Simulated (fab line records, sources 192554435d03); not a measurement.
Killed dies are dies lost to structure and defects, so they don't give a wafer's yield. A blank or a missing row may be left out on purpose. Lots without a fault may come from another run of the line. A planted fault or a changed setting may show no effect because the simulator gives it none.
Split-lot experiment | flow n5_finfet | 7 lots, 21 wafers read, on a route of 1938 steps

THE SPLIT
At N5_WELL_APT_COAT_02 (resist thk 950 nm), the setting spin_rpm was moved away from the recipe's 1357 rpm on 6 of the 21 wafers read, by -7.9% to +11.0%. The other wafers ran this setting at the recipe's value.

The reading is taken at the split's own step.

THE READING
coat_of_WELL_APT_COAT_02.thk_nm (the simulator's own value, which no gauge read), in nm, at N5_WELL_APT_COAT_02 (resist thk 950 nm). The file gives no usual value for it. The 15 wafers here that ran the recipe average 950.9 nm, standard deviation 1.7 nm.

wafer  | tool, chamber at the split | spin_rpm as run, rpm | against the recipe | coat_of_WELL_APT_COAT_02.thk_nm, nm | against lot-mates on the recipe
L074.3 | litho_track-05, 0          | 1506                 | +11.0%             | 903.5                               | -47.4
L074.4 | litho_track-05, 0          | 1357                 | recipe             | 949.2                               | -
L074.6 | litho_track-05, 0          | 1357                 | recipe             | 952.6                               | -
L083.2 | litho_track-05, 0          | 1357                 | recipe             | 951.7                               | -
L083.3 | litho_track-05, 0          | 1420                 | +4.6%              | 929.3                               | -22.5
L083.6 | litho_track-05, 0          | 1357                 | recipe             | 951.8                               | -
L084.1 | litho_track-05, 0          | 1357                 | recipe             | 949.1                               | -
L084.2 | litho_track-05, 0          | 1357                 | recipe             | 954.3                               | -
L084.5 | litho_track-05, 0          | 1357                 | recipe             | 951.8                               | -
L085.1 | litho_track-01, 0          | 1357                 | recipe             | 949.6                               | -
L085.2 | litho_track-01, 0          | 1357                 | recipe             | 950.1                               | -
L085.6 | litho_track-01, 0          | 1503                 | +10.8%             | 902.9                               | -47.0
L089.1 | litho_track-02, 0          | 1357                 | recipe             | 948.4                               | -
L089.2 | litho_track-02, 0          | 1357                 | recipe             | 949.8                               | -
L089.4 | litho_track-02, 0          | 1357                 | recipe             | 950.8                               | -
L092.2 | litho_track-01, 0          | 1357                 | recipe             | 950.2                               | -
L092.4 | litho_track-01, 0          | 1357                 | recipe             | 950.7                               | -
L092.6 | litho_track-01, 0          | 1250                 | -7.9%              | 988.5                               | +38.0
L096.2 | litho_track-01, 0          | 1440                 | +6.1%              | 926.7                               | -27.3
L096.4 | litho_track-01, 0          | 1440                 | +6.1%              | 926.5                               | -27.5
L096.5 | litho_track-01, 0          | 1357                 | recipe             | 954                                 | -

THE FIT
A straight line over all 21 wafers: coat_of_WELL_APT_COAT_02.thk_nm changes by -4.41 nm for each +1% of spin_rpm; r = -1.00; the points scatter about the line by 1.8 nm.
The same after taking each lot's own level away (the mean of its wafers on the recipe; 21 wafers): -4.49 nm for each +1%; r = -1.00; scatter 1.4 nm.
On that fit, the largest move of spin_rpm shifts the reading by 49 nm.
The lots' own levels span 949.67 to 954.00 nm, that is 2.6 times the standard deviation above.
So the lot-to-lot level changes the slope little: the two slopes agree.
Check: with one of the wafers moved furthest among these (+11.0%) left out of the fit, the line predicts -49.8 nm for it against its lot-mates. It came out at -47.4 nm against them.

THE FILE'S OWN FIT
coat_of_WELL_APT_COAT_02.thk_nm changes by -4.47 nm for each +1% of spin_rpm, r = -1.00.
